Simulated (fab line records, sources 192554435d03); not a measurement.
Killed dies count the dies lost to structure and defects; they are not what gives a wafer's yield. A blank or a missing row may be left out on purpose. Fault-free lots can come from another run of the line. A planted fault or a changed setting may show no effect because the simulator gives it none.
A lot that was struck, set against a sound lot + flow n5_finfet + 24 steps out of a route of 1938
Sound: wafers L744.1, L744.3, L744.6. Struck: wafers L743.3, L743.5 (left out: L743.2, a lot-mate that was not struck); the cause follows at the end.
Per side, at each step with rows, come the tool, then ch with its chambers, and then its first start. Under that, the readings that differ: sound wafers + struck wafers + difference of the means + sigmas: that difference in standard deviations of wafers without a fault.
alike: readings with means less than 2 such deviations apart, plus words and numbers identical on both sides. not compared: withheld readings, readings lacking a value on some wafer, bounds such as >300 that could conceal the same value, and numbers that have no deviation in the record and whose values overlap.
The two part at a step that has a row with sigmas, a row that says differs or no value, or rows on one side only. Non-overlapping numbers with no deviation appear without sigmas and do not part them. A reading that every wafer of one side lacks parts them only if that side has two wafers or more.

first, 9 steps without rows for these wafers: N5_BEOL_M3_PEB_09 (peb time 60 s); N5_BEOL_M3_DEVELOP_10 (develop time 30 s); N5_BEOL_M3_DESCUM_16 (chemistry O2, time 7 s); N5_BEOL_M3_ETCH_74 (etches underlayer in N2/H2, target depth 6.5 nm, time 5.2 s); N5_BEOL_M3_ETCH_63 (etches SiARC in CF4, target depth 15.6 nm, time 26 s); N5_BEOL_M3_ETCH_64 (etches SOC in N2/H2, target depth 75 nm, overetch 15 nm, time 112.5 s); N5_BEOL_M3_STRIP_65 (strips in N2/H2); N5_BEOL_M3_STRIP_75 (strips in N2/H2); N5_BEOL_M3_STRIP_66 (strips in CF4).
N5_BEOL_M3_HM_OPEN_17: chemistry Cl2/BCl3, target TiN, target depth 20 nm, overetch 6 nm.
  sound on rie_metal-03 ch 0,1, day 11 12:13; struck on rie_metal-02 ch 1, day 11 07:56
  alike: drypump_motor_current_A, oes_ar_750_au, oes_product_au, rf_fwd_power_W, throttle_valve_pct
  not compared: rf_hours_counter_h
then, 10 steps without rows for these wafers: N5_BEOL_M3_STRIP_19 (strips in O2); N5_BEOL_M3_COAT_67 (time 60 s, resist thk 60 nm); N5_BEOL_M3_COAT_68 (time 60 s, resist thk 12 nm); N5_BEOL_M3_COAT_76 (time 60 s, resist thk 5 nm); N5_BEOL_M3_COAT_22 (resist thk 30 nm); N5_BEOL_M3_EBR_24; N5_BEOL_M3_SOFTBAKE_23 (time 60 s); N5_BEOL_M3_EXPOSE_25 (exposes mask V2, defocus 5 nm); N5_BEOL_M3_PEB_26 (peb time 60 s); N5_BEOL_M3_DEVELOP_27 (develop time 30 s).
N5_BEOL_M3_INSPECT_30: inspects for defects (brightfield).
  sound: defect_inspect-01 at day 11 12:49; struck: defect_inspect-01 at day 11 08:35
| reading          | sound       | struck  | difference | sigmas |
|------------------|-------------|---------|------------|--------|
| raw_defect_count | 372 413 323 | 898 892 | +526       | +5     |
then, 1 step without rows for these wafers: N5_BEOL_M3_DESCUM_33 (chemistry O2, time 7 s).
N5_BEOL_M4_RC_MEAS_101:
  sound on prober-01 ch 0, day 12 04:24; struck on prober-01 ch 0, day 12 01:53
| reading        | sound             | struck      | difference | sigmas |
|----------------|-------------------|-------------|------------|--------|
| IOFF_N (nA/um) | 0.143 0.149 0.152 | 0.224 0.195 | +0.062     | +2     |
| VT_P (mV)      | -257 -257 -256    | -249 -250   | +7         | +2     |
  alike: DIBL_N, DIBL_P, IOFF_P, ION_N, ION_P, SS_N, SS_P, VT_N
-- a jump in the record: the struck wafers' starts before and after are 4 days apart (it breaks off in module BEOL_M4 and resumes in module PASSIVATION, where the first step shown is number 1936 of the route) --
N5_PASSIVATION_PROBE_49:
  only the struck wafers here have rows in the record (prober-01, day 16 06:12); the sound ones have none

WHERE THEY PART
Last at N5_PASSIVATION_PROBE_49 as far as this record goes, first at N5_BEOL_M3_INSPECT_30.

WHY: what had been put in by the simulator
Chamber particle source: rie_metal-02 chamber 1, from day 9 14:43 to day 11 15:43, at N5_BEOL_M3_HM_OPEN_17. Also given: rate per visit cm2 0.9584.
